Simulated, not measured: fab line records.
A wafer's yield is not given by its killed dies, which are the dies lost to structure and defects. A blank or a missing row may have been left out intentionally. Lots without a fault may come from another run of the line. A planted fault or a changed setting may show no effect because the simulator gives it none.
A single fault, viewed from 3 desks + flow n5 finfet + every desk sees just its own numbers, and what lay behind them comes last

## THE DEFECT DESK
For each lot, the counts of the inspections along the route, averaged over the sampled wafers that have a number. Marked OUT: a lot whose mean sits more than 4 standard deviations from the usual mean, which makes it out of limits; the brackets give that distance.
Columns: A = raw defect count at N5_BEOL_M1_INSPECT_30, usual 413
| lot  | first seen here | A   |
|------|-----------------|-----|
| L826 | day 6 22:01     | 484 |
| L835 | day 9 09:36     | 474 |
| L840 | day 10 16:16    | 363 |
| L844 | day 11 08:14    | 288 |
| L845 | day 11 21:16    | 302 |
This desk's finding: nothing out of limits on any of the 5 lots.

## METROLOGY DESK
Lot by lot, what the gauges showed, no matter which tool ran the lot: averages of those sampled wafers that carry a number. Marked OUT: a lot whose mean sits more than 4 standard deviations from the usual mean, which makes it out of limits; the brackets give that distance. Readings shown: 7 of its 12, picked as those furthest out on some lot.
Columns: A = cd nm at N5_BEOL_M1_CD_MEAS_28, usual 24.02 nm; B = IOFF_N at N5_BEOL_M4_RC_MEAS_101, usual 0.19 nA/um; C = IOFF_P at N5_BEOL_M4_RC_MEAS_101, usual 0.24 nA/um; D = ION_N at N5_BEOL_M4_RC_MEAS_101, usual 682 uA/um; E = ION_P at N5_BEOL_M4_RC_MEAS_101, usual 467 uA/um; F = VT_N at N5_BEOL_M4_RC_MEAS_101, usual 247 mV; G = VT_P at N5_BEOL_M4_RC_MEAS_101, usual -248 mV
| lot  | first seen here | A     | B    | C    | D   | E   | F   | G    |
|------|-----------------|-------|------|------|-----|-----|-----|------|
| L826 | day 6 21:55     | 24.52 | 0.14 | 0.20 | 665 | 461 | 253 | -253 |
| L835 | day 9 09:30     | 24.14 | 0.18 | 0.23 | 692 | 474 | 249 | -250 |
| L840 | day 10 16:11    | 24.02 | 0.22 | 0.29 | 700 | 482 | 245 | -246 |
| L844 | day 11 08:08    | 24.28 | 0.17 | 0.24 | 686 | 476 | 247 | -248 |
| L845 | day 11 21:11    | 23.91 | 0.15 | 0.21 | 671 | 454 | 249 | -250 |
This desk's finding: nothing out of limits on any of the 5 lots.

## THE TOOL OWNER'S DESK: ald sin-01
The tool's own readings at N5_BEOL_M1_ALD_98 (deposits SiO2, target thk 2.5 nm, pulse time 1 s, co reactant pulse time 1 s): means of the sampled wafers that have a number, for each lot that ran on this tool. Marked OUT: a lot whose mean sits more than 4 standard deviations from the usual mean, which makes it out of limits; the brackets give that distance.
Columns: A = heater power w at N5_BEOL_M1_ALD_98, usual 77 W; B = precursor pulse height rel at N5_BEOL_M1_ALD_98, usual 1.003
| lot  | first seen here | A  | B     |
|------|-----------------|----|-------|
| L826 | day 6 22:47     | 77 | 1.000 |
| L835 | day 9 09:46     | 75 | 0.999 |
This desk's finding: nothing out of limits on any of the 2 lots.

## PUT TOGETHER
Nothing the defect desk looked at was out of limits.
From the metrology desk's view, nothing was out of limits.
The desk of the tool owner found nothing out of limits.

## WHAT THE SIMULATOR HAD INSERTED
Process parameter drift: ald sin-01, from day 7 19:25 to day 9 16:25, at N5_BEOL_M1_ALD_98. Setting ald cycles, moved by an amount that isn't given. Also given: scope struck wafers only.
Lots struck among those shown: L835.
